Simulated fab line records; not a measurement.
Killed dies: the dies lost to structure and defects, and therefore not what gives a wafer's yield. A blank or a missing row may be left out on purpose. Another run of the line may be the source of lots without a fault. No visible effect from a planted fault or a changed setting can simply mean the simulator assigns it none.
A struck lot beside a sound one ; flow nand_harc ; 17 out of 1302 route steps
Sound: the wafers L536.4, L536.5, L536.6. Struck: wafers L552.1, L552.5, L552.6. The cause comes at the end.
At each step with rows: each side's tool, then ch and its chambers, then its first start. Under that, the readings that differ: sound wafers ; struck wafers ; difference of the means ; sigmas: that difference in standard deviations of wafers without a fault.
alike: same words and numbers on both sides, and readings whose means sit less than 2 such deviations apart. not compared: any withheld reading, any reading some wafer has no value for, any bound like >300 that may hide the same value, and any number with overlapping values for which the record gives no deviation.
A row with sigmas, a row that says differs or no value, or rows on one side alone: a step with any of these is where the two part. Numbers that don't overlap but have no deviation are shown without sigmas and don't part them. Lack of a reading on every wafer of one side parts them only where that side has two or more wafers.

first, 1 step without rows for these wafers: NHARC_P_GATE_HARDBAKE_47 (time 80 s).
NHARC_P_GATE_DESCUM_48: chemistry O2, time 3 s.
  sound on rie_diel-02 ch 0,1,2, day 6 07:17; struck on rie_diel-13 ch 0,1, day 12 18:37
  alike: drypump_motor_current_A, o2_flow_sccm, oes_product_au, rf_vpp_V, showerhead_plenum_p_Torr, throttle_valve_pct
  not compared: rf_hours_counter_h
following that, these wafers have no rows for 1 step: NHARC_P_GATE_IMPLANT_49.
NHARC_P_GATE_STRIP_111: strips in N2/H2, time 250 s.
  sound on plasma_asher-01 ch 0,1, day 6 07:52; struck on plasma_asher-01 ch 0,1, day 12 18:59
  alike: drypump_motor_current_A, heater_power_w
  not compared: rf_hours_counter_h
NHARC_P_GATE_STRIP_75: strips in O2.
  sound on plasma_asher-01 ch 0,1, day 6 08:05; struck on plasma_asher-01 ch 0,1, day 12 19:17
  alike: drypump_motor_current_A, heater_power_w
  not compared: rf_hours_counter_h
then, 7 steps without rows for these wafers: NHARC_P_GATE_STRIP_50 (strips in SPM, time 900 s); NHARC_P_GATE_DEHYDRATE_51 (time 120 s); NHARC_P_GATE_HMDS_52 (time 30 s); NHARC_P_GATE_COAT_53; NHARC_P_GATE_SOFTBAKE_54 (time 95 s); NHARC_P_GATE_EBR_55; NHARC_P_GATE_EXPOSE_56 (exposes mask P PSD, target cd 720 nm).
NHARC_P_GATE_PEB_57: peb time 85 s.
  sound on litho_track-03 ch 0, day 6 08:55; struck on litho_track-02 ch 0, day 12 20:07
reading;sound;struck;difference;sigmas
heater_power_total_W (W);164.43 163.88 163.70;158.12 158.23 158.63;-5.68;-21
plate_temp_C (C);118.22 117.95 118.22;114.88 114.79 114.85;-3.29;-33
then, 1 step without rows for these wafers: NHARC_P_GATE_DEVELOP_58 (time 70 s).
NHARC_P_GATE_CD_MEAS_59: the cd target is 720 nm.
  sound on cd_sem-03 ch 0, day 6 09:01; struck on cd_sem-02 ch 0, day 12 20:13
reading;sound;struck;difference;sigmas
cd_nm (nm);721.3 720.9 721.3;714.5 715.5 712.4;-7.0;-5
then, 1 step without rows for these wafers: NHARC_P_GATE_HARDBAKE_60 (time 80 s).
NHARC_END_SORT_01:
  the record has rows for the sound wafers here (prober-02 ch 0, day 25 08:04) and none for the struck ones

== WHERE THEY PART ==
First at NHARC_P_GATE_PEB_57; last, within this record, at NHARC_END_SORT_01.

WHY: what the simulator had put in
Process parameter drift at NHARC_P_GATE_PEB_57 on litho_track-02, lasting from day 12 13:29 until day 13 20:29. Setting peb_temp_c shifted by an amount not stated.
